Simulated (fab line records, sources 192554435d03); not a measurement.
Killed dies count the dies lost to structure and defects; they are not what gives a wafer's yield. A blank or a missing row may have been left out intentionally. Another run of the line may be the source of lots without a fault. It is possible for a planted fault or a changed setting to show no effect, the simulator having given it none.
A struck lot beside a sound one	flow n5-finfet	14 out of 1938 route steps
Sound: these wafers, L588.2, L588.3, L588.5. Struck: wafer L573.1 (L573.2, L573.4, from the same lot, were not struck and are left out); the cause is given at the end.
At each step with rows: each side's tool, then ch and its chambers, then its first start. Under that, the readings that differ: sound wafers	struck wafers	difference of the means	sigmas: that difference in standard deviations of wafers without a fault.
alike: readings with means less than 2 such deviations apart, plus words and numbers identical on both sides. not compared: withheld readings, readings lacking a value on some wafer, bounds such as >300 that could conceal the same value, and numbers that have no deviation in the record and whose values overlap.
The two part at a step that has a row with sigmas, a row that says differs or no value, or rows on one side only. Numbers that don't overlap but have no deviation are shown without sigmas and don't part them. A reading missing from all wafers of one side parts the sides only when that side holds two or more wafers.

first, 10 steps without rows for these wafers: N5_FIN_CUT_DESCUM_13 (chemistry O2, time 7 s); N5_FIN_CUT_ETCH_30 (etches underlayer in N2/H2, target depth 13 nm, time 10.4 s); N5_FIN_CUT_ETCH_20 (etches SiARC in CF4, target depth 26 nm, time 43.3 s); N5_FIN_CUT_ETCH_21 (etches SOC in N2/H2, target depth 219 nm, overetch 43.8 nm, time 523.5 s); N5_FIN_CUT_STRIP_23 (strips in N2/H2); N5_FIN_CUT_STRIP_31 (strips in N2/H2); N5_FIN_CUT_STRIP_24 (strips in CF4); N5_FIN_CUT_CUT_ETCH_26 (etches SiNx in CH3F/O2, target depth 39 nm, time 55.7 s); N5_FIN_CUT_CUT_ETCH_27 (etches SiO2 in CHF3/O2, target depth 4 nm, overetch 2 nm, time 4.9 s); N5_FIN_CUT_PRECLEAN_35 (cleans in vHF, time 13.3 s).
N5_FIN_CUT_CUT_ETCH_15: etches Si in HBr/Cl2/O2, target depth 100 nm, bt time 10 s, time 42.4 s.
  sound on rie-si-01 ch 0,3, day 7 12:04; struck on rie-si-04 ch 1, day 3 16:49
reading	sound	struck	difference	sigmas
oes_o_777_au (a.u.)	1.02 1.02 1.01	0.86	-0.16	-2
throttle-valve-pct (%)	36.3 37.3 36.3	38.0	+1.4	+3
model.FIN_CUT.feature-depth-nm (nm)	97.6 103.4 97.6	76	-24	
model.etch.depth-nm (nm)	97.55 103.4 97.63	75.98	-23.55	
model.SOC_of_FIN_CUT_COAT_18.thk-nm (nm)	171.4 169 171.4	180.2	+9.6	
  alike: HBr_flow_sccm, drypump-motor-current-A, oes-product-au
  not compared: rf-fwd-power-W, rf-hours-counter-h
N5_FIN_CUT_CUT_ETCH_28: etches Si in HBr/Cl2/O2, target depth 6 nm, time 2.4 s.
  sound on rie-si-01 ch 0,3, day 7 12:07; struck on rie-si-04 ch 1, day 3 16:52
reading	sound	struck	difference	sigmas
HBr_flow_sccm (sccm)	150.1 149.5 150.0	148.9	-1.0	-2
oes_o_777_au (a.u.)	1.02 1.01 1.02	0.86	-0.16	-2
throttle-valve-pct (%)	36.3 37.3 36.3	38.0	+1.4	+3
model.SOC_of_FIN_CUT_COAT_18.thk-nm (nm)	169.8 167.2 169.6	178.4	+9.5	
  alike: drypump-motor-current-A, oes-product-au
  not compared: rf-fwd-power-W, rf-hours-counter-h
then, 1 step without rows for these wafers: N5_FIN_CUT_STRIP_22 (strips in N2/H2).
-- a jump in the record: the struck wafers' starts before and after are 6 days apart (it breaks off in module FIN_CUT and resumes in module BEOL_M4, where the first step shown is number 1111 of the route) --
N5_BEOL_M4_RC_MEAS_101:
  sound on prober-01 ch 0, day 13 22:35; struck on prober-01 ch 0, day 9 23:17
  alike: DIBL_N, DIBL_P, IOFF_N, IOFF_P, ION_N, ION_P, SS_N, SS_P, VT_N, VT_P

WHERE THEY PART
Earliest at N5_FIN_CUT_CUT_ETCH_15; latest, in this record, at N5_FIN_CUT_CUT_ETCH_28. Later steps at which nothing parts them and some readings are alike: N5_BEOL_M4_RC_MEAS_101.

WHY: what the simulator had put in
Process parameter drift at N5_FIN_CUT_CUT_ETCH_15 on rie-si-04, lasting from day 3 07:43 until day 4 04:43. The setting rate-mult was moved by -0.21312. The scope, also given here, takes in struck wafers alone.
